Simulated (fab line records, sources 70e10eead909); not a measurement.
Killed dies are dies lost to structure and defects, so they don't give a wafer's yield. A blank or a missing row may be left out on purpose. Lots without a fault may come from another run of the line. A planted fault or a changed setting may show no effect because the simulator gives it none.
Which tool did it? | flow nand_harc | 22 lots, 66 wafers sampled, at 6 steps of a route of 1159

WHAT THE GAUGES READ, wafer by wafer
NHARC_A_CONTACT_CD_MEAS_08: target cd 100 nm. Usual: cd_nm 100.1 nm, standard deviation 0.8.
lot  | measured     | on        | cd_nm (nm)        | flag
L074 | day 16 21:08 | cd_sem-03 | 100.7 99.4 99.9   |
L075 | day 17 05:24 | cd_sem-03 | 101.4 101.2 101.0 |
L077 | day 17 13:17 | cd_sem-01 | 100.7 100.5 101.0 |
L076 | day 17 16:25 | cd_sem-02 | 97.9 99.8 99.2    |
L079 | day 18 10:04 | cd_sem-02 | 100.3 100.4 100.7 |
L078 | day 18 15:23 | cd_sem-01 | 101.0 101.3 100.9 |
L080 | day 18 20:20 | cd_sem-01 | 98.7 100.0 99.7   |
L082 | day 19 08:21 | cd_sem-03 | 98.8 100.0 99.5   |
L084 | day 19 11:20 | cd_sem-03 | 98.9 100.2 100.5  |
L085 | day 20 09:19 | cd_sem-01 | 99.6 99.8 99.0    |
L086 | day 20 15:31 | cd_sem-01 | 100.4 100.3 100.6 |
L087 | day 20 15:49 | cd_sem-01 | 99.8 100.2 99.7   |
L090 | day 20 22:05 | cd_sem-02 | 101.3 101.1 100.9 |
L092 | day 20 22:34 | cd_sem-02 | 100.0 99.5 99.3   |
L089 | day 21 00:11 | cd_sem-02 | 100.5 101.7 100.9 |
L088 | day 21 04:31 | cd_sem-03 | 99.6 99.1 99.5    |
L091 | day 21 09:37 | cd_sem-03 | 99.7 100.4 100.3  |
L093 | day 22 01:32 | cd_sem-02 | 99.3 99.6 99.8    |
L094 | day 22 02:55 | cd_sem-03 | 101.3 101.2 101.0 |
L095 | day 22 07:41 | cd_sem-03 | 100.5 100.8 99.3  |
L097 | day 22 14:47 | cd_sem-02 | 100.2 101.3 101.8 |
L096 | day 22 20:50 | cd_sem-03 | 98.0 99.2 99.6    |

NHARC_A_BLC_INSPECT_28. Usual: raw_defect_count 440, standard deviation 130.
lot  | measured     | on                | raw_defect_count | flag
L074 | day 17 23:49 | defect_inspect-01 | 472 515 363      |
L075 | day 18 02:30 | defect_inspect-01 | 384 305 248      |
L077 | day 18 04:59 | defect_inspect-02 | 725 414 552      |
L076 | day 18 05:59 | defect_inspect-02 | 507 306 353      |
L079 | day 19 00:22 | defect_inspect-02 | 364 539 392      |
L078 | day 19 03:39 | defect_inspect-02 | 394 308 296      |
L080 | day 19 05:01 | defect_inspect-01 | 334 453 475      |
L082 | day 20 02:59 | defect_inspect-02 | 294 342 294      |
L084 | day 20 03:26 | defect_inspect-02 | 407 308 412      |
L085 | day 20 18:23 | defect_inspect-02 | 745 659 670      |
L086 | day 21 13:35 | defect_inspect-01 | 356 353 305      |
L087 | day 21 13:45 | defect_inspect-02 | 489 434 567      |
L090 | day 22 05:58 | defect_inspect-01 | 475 507 603      |
L092 | day 22 05:30 | defect_inspect-01 | 292 331 338      |
L089 | day 22 06:22 | defect_inspect-01 | 409 681 359      |
L088 | day 22 07:55 | defect_inspect-01 | 418 377 340      |
L091 | day 22 07:55 | defect_inspect-02 | 624 742 419      |
L093 | day 22 16:10 | defect_inspect-01 | 502 414 356      |
L094 | day 22 15:41 | defect_inspect-01 | 361 319 357      |
L095 | day 22 19:49 | defect_inspect-02 | 408 544 446      |
L097 | day 23 02:17 | defect_inspect-01 | 684 402 411      |
L096 | day 23 06:23 | defect_inspect-02 | 508 703 488      |

WHICH TOOL RAN EACH LOT (tool, then ch and the chambers of the sampled wafers, then the start)
lot  | NHARC_A_CONTACT_ETCH_131             | NHARC_A_CONTACT_ETCH_91            | NHARC_A_CONTACT_ETCH_31                       | NHARC_A_BLC_ETCH_17
L074 | har_cap_etch-03 ch 0,1, day 16 15:56 | rie_diel-07 ch 0,2,3, day 16 16:45 | rie_diel-07 ch 2,3, day 17 23:49 or earlier   | rie_diel-08 ch 0,2,3, day 17 23:49 or earlier
L075 | har_cap_etch-01 ch 1, day 17 00:49   | rie_diel-07 ch 0,2, day 17 02:04   | rie_diel-10 ch 1,2,3, day 18 02:30 or earlier | rie_diel-08 ch 0,1, day 18 02:30 or earlier
L077 | har_cap_etch-02 ch 0,1, day 17 09:17 | rie_diel-09 ch 0,1,2, day 17 10:07 | rie_diel-07 ch 1,2,3, day 18 04:59 or earlier | rie_diel-08 ch 1,2, day 18 04:59 or earlier
L076 | har_cap_etch-01 ch 1, day 17 10:58   | rie_diel-07 ch 0,2,3, day 17 11:49 | rie_diel-09 ch 0,3, day 18 05:59 or earlier   | rie_diel-03 ch 0,1, day 18 05:59 or earlier
L079 | har_cap_etch-02 ch 0,1, day 18 02:32 | rie_diel-09 ch 1,2,3, day 18 03:26 | rie_diel-09 ch 0,2,3, day 19 00:22 or earlier | rie_diel-08 ch 0,1,2, day 19 00:22 or earlier
L078 | har_cap_etch-03 ch 1, day 18 11:23   | rie_diel-07 ch 0,3, day 18 12:14   | rie_diel-07 ch 0,2,3, day 19 03:39 or earlier | rie_diel-08 ch 1,2,3, day 19 03:39 or earlier
L080 | har_cap_etch-03 ch 0,1, day 18 16:25 | rie_diel-07 ch 0,2, day 18 17:16   | rie_diel-10 ch 0,1,3, day 19 05:01 or earlier | rie_diel-03 ch 1,3, day 19 05:01 or earlier
L082 | har_cap_etch-02 ch 0, day 19 03:59   | rie_diel-07 ch 1,3, day 19 04:50   | rie_diel-10 ch 2,3, day 20 02:59 or earlier   | rie_diel-08 ch 0,3, day 20 02:59 or earlier
L084 | har_cap_etch-01 ch 0,1, day 19 04:47 | rie_diel-10 ch 0,1,3, day 19 05:38 | rie_diel-07 ch 1,2, day 20 03:26 or earlier   | rie_diel-03 ch 0,2,3, day 20 03:26 or earlier
L085 | har_cap_etch-01 ch 0,1, day 20 02:03 | rie_diel-09 ch 0,2,3, day 20 02:54 | rie_diel-10 ch 0,2,3, day 20 18:23 or earlier | rie_diel-03 ch 0,2,3, day 20 18:23 or earlier
L086 | har_cap_etch-02 ch 0,1, day 20 06:28 | rie_diel-10 ch 0,1, day 20 07:18   | rie_diel-07 ch 1,2,3, day 21 13:35 or earlier | rie_diel-08 ch 0,1, day 21 13:35 or earlier
L087 | har_cap_etch-03 ch 0,1, day 20 07:38 | rie_diel-10 ch 0,3, day 20 08:31   | rie_diel-09 ch 0,1,3, day 21 13:45 or earlier | rie_diel-03 ch 0,2,3, day 21 13:45 or earlier
L090 | har_cap_etch-02 ch 0,1, day 20 17:06 | rie_diel-10 ch 1,2, day 20 18:10   | rie_diel-10 ch 0,2, day 22 05:58 or earlier   | rie_diel-08 ch 0,1,2, day 22 05:58 or earlier
L092 | har_cap_etch-03 ch 0,1, day 20 17:08 | rie_diel-09 ch 0,2,3, day 20 18:14 | rie_diel-09 ch 0,1,3, day 22 05:30 or earlier | rie_diel-03 ch 0,1,2, day 22 05:30 or earlier
L089 | har_cap_etch-01 ch 0,1, day 20 20:02 | rie_diel-07 ch 1,2,3, day 20 21:05 | rie_diel-07 ch 0,3, day 22 06:22 or earlier   | rie_diel-08 ch 0,2,3, day 22 06:22 or earlier
L088 | har_cap_etch-02 ch 0, day 20 21:19   | rie_diel-07 ch 1,2, day 20 22:22   | rie_diel-09 ch 1,2,3, day 22 07:55 or earlier | rie_diel-01 ch 2,3, day 22 07:55 or earlier
L091 | har_cap_etch-01 ch 0,1, day 21 05:01 | rie_diel-07 ch 0,1,2, day 21 06:19 | rie_diel-07 ch 0,1,2, day 22 07:55 or earlier | rie_diel-03 ch 1,2,3, day 22 07:55 or earlier
L093 | har_cap_etch-01 ch 0,1, day 21 20:31 | rie_diel-09 ch 0,1, day 21 21:34   | rie_diel-09 ch 0,1, day 22 09:39 or earlier   | rie_diel-03 ch 1,3, day 22 09:39
L094 | har_cap_etch-03 ch 0,1, day 21 23:02 | rie_diel-07 ch 1,2,3, day 21 23:53 | rie_diel-09 ch 0,2,3, day 22 15:41 or earlier | rie_diel-08 ch 0,1,3, day 22 15:41 or earlier
L095 | har_cap_etch-01 ch 0,1, day 22 03:43 | rie_diel-09 ch 1,2,3, day 22 04:34 | rie_diel-10 ch 0,1,2, day 22 19:49 or earlier | rie_diel-01 ch 0,1,3, day 22 19:49 or earlier
L097 | har_cap_etch-02 ch 1, day 22 09:54   | rie_diel-07 ch 0,2,3, day 22 11:10 | rie_diel-07 ch 0,3, day 23 02:17 or earlier   | rie_diel-03 ch 1,2,3, day 23 02:17 or earlier
L096 | har_cap_etch-03 ch 0,1, day 22 15:56 | rie_diel-07 ch 0,3, day 22 16:47   | rie_diel-10 ch 1,2, day 23 06:23 or earlier   | rie_diel-08 ch 0,1,3, day 23 06:23 or earlier
- NHARC_A_CONTACT_ETCH_131: etches the open film in C4F8/O2/Ar, time 155 s, target depth 956 nm.
- NHARC_A_CONTACT_ETCH_91: etches the open film in CH3F/O2, target depth 40 nm, time 85.7 s.
- NHARC_A_CONTACT_ETCH_31: etches the open film in O2/COS, target depth 2000 nm, time 520 s.
- NHARC_A_BLC_ETCH_17: etches the open film in N2/H2, target depth 390 nm, time 609.38 s.

WHAT THE TOOLS THEMSELVES READ (means of the sampled wafers that have a number; where no wafer has one, the mark that the record gives instead)
NHARC_A_CONTACT_ETCH_91. Usual: drypump_motor_current_A 5.9 A, standard deviation 0.39; mfc_ar_sccm 200.0 sccm, standard deviation 0.56; oes_product_au 0.94 a.u., standard deviation 0.035; rf_fwd_power_W 496.9 W, standard deviation 1.7; rf_vpp_V 244.8 V, standard deviation 1.4; showerhead_plenum_p_Torr 2.48 Torr, standard deviation 0.089; throttle_valve_pct 20.663 %, standard deviation 0.0093.
lot  | tool        | drypump_motor_current_A (A) | mfc_ar_sccm (sccm) | oes_product_au (a.u.) | rf_fwd_power_W (W) | rf_vpp_V (V) | showerhead_plenum_p_Torr (Torr) | throttle_valve_pct (%) | flag
L074 | rie_diel-07 | 6.0                         | 200.3              | 0.99                  | 497.9              | 244.4        | 2.45                            | 20.655                 |
L075 | rie_diel-07 | 5.8                         | 199.5              | 0.91                  | 497.2              | 243.0        | 2.40                            | 20.660                 |
L077 | rie_diel-09 | 5.9                         | 200.0              | 0.91                  | 497.3              | 245.3        | 2.53                            | 20.666                 |
L076 | rie_diel-07 | 5.9                         | 200.4              | 0.92                  | 498.7              | 244.5        | 2.45                            | 20.662                 |
L079 | rie_diel-09 | 5.5                         | 199.6              | 0.93                  | 494.6              | 245.4        | 2.55                            | 20.660                 |
L078 | rie_diel-07 | 6.2                         | 199.8              | 0.99                  | 495.8              | 244.4        | 2.52                            | 20.672                 |
L080 | rie_diel-07 | 6.0                         | 199.4              | 0.92                  | 494.6              | 243.1        | 2.47                            | 20.666                 |
L082 | rie_diel-07 | 6.1                         | 200.0              | 1.01                  | 497.3              | 244.8        | 2.42                            | 20.666                 |
L084 | rie_diel-10 | 5.6                         | 200.2              | 0.92                  | 496.1              | 245.3        | 2.50                            | 20.647                 |
L085 | rie_diel-09 | 5.6                         | 200.0              | 0.93                  | 495.0              | 245.8        | 2.55                            | 20.659                 |
L086 | rie_diel-10 | 6.0                         | 200.6              | 0.93                  | 498.1              | 244.2        | 2.42                            | 20.667                 |
L087 | rie_diel-10 | 5.7                         | 200.1              | 0.98                  | 497.5              | 244.8        | 2.47                            | 20.666                 |
L090 | rie_diel-10 | 6.0                         | 200.0              | 0.94                  | 497.5              | 245.2        | 2.51                            | 20.662                 |
L092 | rie_diel-09 | 5.6                         | 199.8              | 1.01                  | 496.2              | 245.4        | 2.55                            | 20.671                 |
L089 | rie_diel-07 | 5.9                         | 200.1              | 1.01                  | 496.7              | 243.7        | 2.39                            | 20.661                 |
L088 | rie_diel-07 | 6.0                         | 200.0              | 0.93                  | 495.2              | 243.6        | 2.37                            | 20.666                 |
L091 | rie_diel-07 | 6.0                         | 200.5              | 0.94                  | 495.9              | 243.2        | 2.42                            | 20.664                 |
L093 | rie_diel-09 | 5.8                         | 200.1              | 0.92                  | 499.6              | 245.0        | 2.48                            | 20.654                 |
L094 | rie_diel-07 | 5.9                         | 200.7              | 0.93                  | 495.9              | 244.0        | 2.39                            | 20.664                 |
L095 | rie_diel-09 | 5.5                         | 200.4              | 0.92                  | 495.6              | 245.3        | 2.53                            | 20.667                 |
L097 | rie_diel-07 | 5.9                         | 200.2              | 0.93                  | 496.9              | 244.0        | 2.44                            | 20.660                 |
L096 | rie_diel-07 | 6.2                         | 199.7              | 0.92                  | 497.2              | 245.4        | 2.52                            | 20.664                 |

NHARC_A_CONTACT_ETCH_31. Usual: drypump_motor_current_A 5.9 A, standard deviation 0.44; mfc_ar_sccm 0.004 sccm, standard deviation 0.0058; oes_product_au 0.999 a.u., standard deviation 0.015; rf_fwd_power_W 499.3 W, standard deviation 1.6; rf_vpp_V 314.7 V, standard deviation 1.8; showerhead_plenum_p_Torr 3.16 Torr, standard deviation 0.12; throttle_valve_pct 28.330 %, standard deviation 0.0089.
lot  | tool        | drypump_motor_current_A (A) | mfc_ar_sccm (sccm) | oes_product_au (a.u.) | rf_fwd_power_W (W) | rf_vpp_V (V) | showerhead_plenum_p_Torr (Torr) | throttle_valve_pct (%) | flag
L074 | rie_diel-07 | 5.7                         | 0.005              | 0.983                 | 499.0              | 312.0        | 3.01                            | 28.325                 |
L075 | rie_diel-10 | 5.8                         | 0.007              | 1.006                 | 499.7              | 316.8        | 3.27                            | 28.336                 |
L077 | rie_diel-07 | 5.9                         | 0.003              | 0.988                 | 500.5              | 312.7        | 3.05                            | 28.334                 |
L076 | rie_diel-09 | 5.6                         | 0.005              | 0.990                 | 498.9              | 315.4        | 3.20                            | 28.327                 |
L079 | rie_diel-09 | 5.6                         | 0.003              | 1.000                 | 499.4              | 316.0        | 3.24                            | 28.326                 |
L078 | rie_diel-07 | 5.9                         | 0.003              | 1.003                 | 499.7              | 315.5        | 3.11                            | 28.335                 |
L080 | rie_diel-10 | 5.6                         | 0.007              | 0.991                 | 500.0              | 315.4        | 3.17                            | 28.331                 |
L082 | rie_diel-10 | 6.1                         | 0.007              | 0.984                 | 499.6              | 317.2        | 3.33                            | 28.339                 |
L084 | rie_diel-07 | 5.7                         | 0.005              | 1.014                 | 500.2              | 312.3        | 2.98                            | 28.326                 |
L085 | rie_diel-10 | 5.9                         | 0.007              | 0.994                 | 501.0              | 315.5        | 3.23                            | 28.322                 |
L086 | rie_diel-07 | 5.9                         | 0.003              | 1.007                 | 499.2              | 313.1        | 3.04                            | 28.334                 |
L087 | rie_diel-09 | 5.6                         | 0.007              | 1.008                 | 499.4              | 315.4        | 3.18                            | 28.328                 |
L090 | rie_diel-10 | 6.3                         | 0.000              | 1.003                 | 499.3              | 315.0        | 3.14                            | 28.328                 |
L092 | rie_diel-09 | 5.6                         | 0.007              | 1.003                 | 500.7              | 315.2        | 3.18                            | 28.325                 |
L089 | rie_diel-07 | 6.1                         | 0.000              | 0.986                 | 500.5              | 314.9        | 3.17                            | 28.316                 |
L088 | rie_diel-09 | 5.6                         | 0.004              | 1.002                 | 498.9              | 314.9        | 3.22                            | 28.328                 |
L091 | rie_diel-07 | 6.0                         | 0.003              | 1.003                 | 498.6              | 314.0        | 3.07                            | 28.336                 |
L093 | rie_diel-09 | 5.8                         | 0.011              | 0.977                 | 499.3              | 314.3        | 3.13                            | 28.330                 |
L094 | rie_diel-09 | 5.6                         | 0.003              | 1.003                 | 499.6              | 314.9        | 3.23                            | 28.336                 |
L095 | rie_diel-10 | 6.1                         | 0.001              | 1.005                 | 496.0              | 314.5        | 3.16                            | 28.334                 |
L097 | rie_diel-07 | 6.2                         | 0.000              | 0.986                 | 499.0              | 314.7        | 3.20                            | 28.329                 |
L096 | rie_diel-10 | 6.3                         | 0.001              | 1.014                 | 499.0              | 315.6        | 3.25                            | 28.336                 |

NHARC_A_BLC_ETCH_17. Usual: drypump_motor_current_A 5.7 A, standard deviation 0.51; h2_flow_sccm 150.0 sccm, standard deviation 0.46; mfc_ar_sccm 0.014 sccm, standard deviation 0.015; oes_product_au 1.004 a.u., standard deviation 0.01; rf_fwd_power_W 399.6 W, standard deviation 1.3; rf_vpp_V 429.5 V, standard deviation 2.4; showerhead_plenum_p_Torr 2.00 Torr, standard deviation 0.083; throttle_valve_pct 14.170 %, standard deviation 0.0096.
lot  | tool        | drypump_motor_current_A (A) | h2_flow_sccm (sccm) | mfc_ar_sccm (sccm) | oes_product_au (a.u.) | rf_fwd_power_W (W) | rf_vpp_V (V) | showerhead_plenum_p_Torr (Torr) | throttle_valve_pct (%) | flag
L074 | rie_diel-08 | 5.7                         | 149.5               | 0.012              | 0.995                 | 400.0              | 429.9        | 2.01                            | 14.176                 |
L075 | rie_diel-08 | 6.3                         | 150.2               | 0.026              | 1.002                 | 398.6              | 430.9        | 2.10                            | 14.170                 |
L077 | rie_diel-08 | 5.5                         | 150.3               | 0.007              | 1.002                 | 400.2              | 427.7        | 1.95                            | 14.174                 |
L076 | rie_diel-03 | 6.0                         | 149.6               | 0.032              | 0.999                 | 399.1              | 428.0        | 1.95                            | 14.172                 |
L079 | rie_diel-08 | 5.9                         | 150.0               | 0.017              | 1.005                 | 401.0              | 430.0        | 2.02                            | 14.169                 |
L078 | rie_diel-08 | 5.6                         | 150.2               | 0.006              | 1.004                 | 400.0              | 428.8        | 1.96                            | 14.167                 |
L080 | rie_diel-03 | 5.2                         | 150.5               | 0.014              | 0.993                 | 399.2              | 428.9        | 1.99                            | 14.167                 |
L082 | rie_diel-08 | 5.7                         | 150.0               | 0.011              | 1.001                 | 399.8              | 430.3        | 2.02                            | 14.170                 |
L084 | rie_diel-03 | 5.6                         | 150.2               | 0.009              | 0.999                 | 398.8              | 428.2        | 1.98                            | 14.171                 |
L085 | rie_diel-03 | 5.6                         | 150.1               | 0.009              | 1.008                 | 399.2              | 428.9        | 1.98                            | 14.158                 |
L086 | rie_diel-08 | 6.3                         | 150.0               | 0.020              | 1.001                 | 399.0              | 431.1        | 2.05                            | 14.162                 |
L087 | rie_diel-03 | 5.6                         | 150.1               | 0.009              | 1.011                 | 398.9              | 430.2        | 1.98                            | 14.166                 |
L090 | rie_diel-08 | 6.0                         | 149.8               | 0.017              | 1.009                 | 399.4              | 429.7        | 2.02                            | 14.168                 |
L092 | rie_diel-03 | 5.9                         | 149.9               | 0.023              | 1.008                 | 399.4              | 427.4        | 1.93                            | 14.175                 |
L089 | rie_diel-08 | 5.7                         | 149.9               | 0.012              | 1.011                 | 399.8              | 429.4        | 2.00                            | 14.175                 |
L088 | rie_diel-01 | 5.9                         | 150.3               | 0.000              | 1.012                 | 400.4              | 433.0        | 2.13                            | 14.172                 |
L091 | rie_diel-03 | 5.5                         | 150.3               | 0.014              | 1.008                 | 399.4              | 428.4        | 1.96                            | 14.173                 |
L093 | rie_diel-03 | 5.5                         | 149.5               | 0.027              | 1.008                 | 398.6              | 427.4        | 1.95                            | 14.172                 |
L094 | rie_diel-08 | 6.0                         | 149.3               | 0.015              | 1.003                 | 398.1              | 429.9        | 2.03                            | 14.163                 |
L095 | rie_diel-01 | 5.5                         | 150.6               | 0.013              | 1.000                 | 400.9              | 431.4        | 2.09                            | 14.167                 |
L097 | rie_diel-03 | 5.5                         | 150.1               | 0.014              | 1.010                 | 399.9              | 427.9        | 1.96                            | 14.169                 |
L096 | rie_diel-08 | 6.0                         | 150.4               | 0.015              | 1.004                 | 400.5              | 430.3        | 2.03                            | 14.181                 |

THE ANSWER, worked out from the rows above alone
Rule: a lot is off if the mean of its wafers that have a number lies more than 3 standard deviations from the usual mean. A lot without any number at a reading at which 4 lots or more have one is off too. The other lots that the step has rows for count as sound. The gauges are gone through in route order, then the tools' own readings, and for those a lot's mean is taken as printed above. The first step at which some lot is off is used, and at that step the reading that is off furthest; a lot without a number counts as furthest.
No lot is off at any reading shown: from this, nothing can be told.

WHAT THE SIMULATOR HAD PUT IN
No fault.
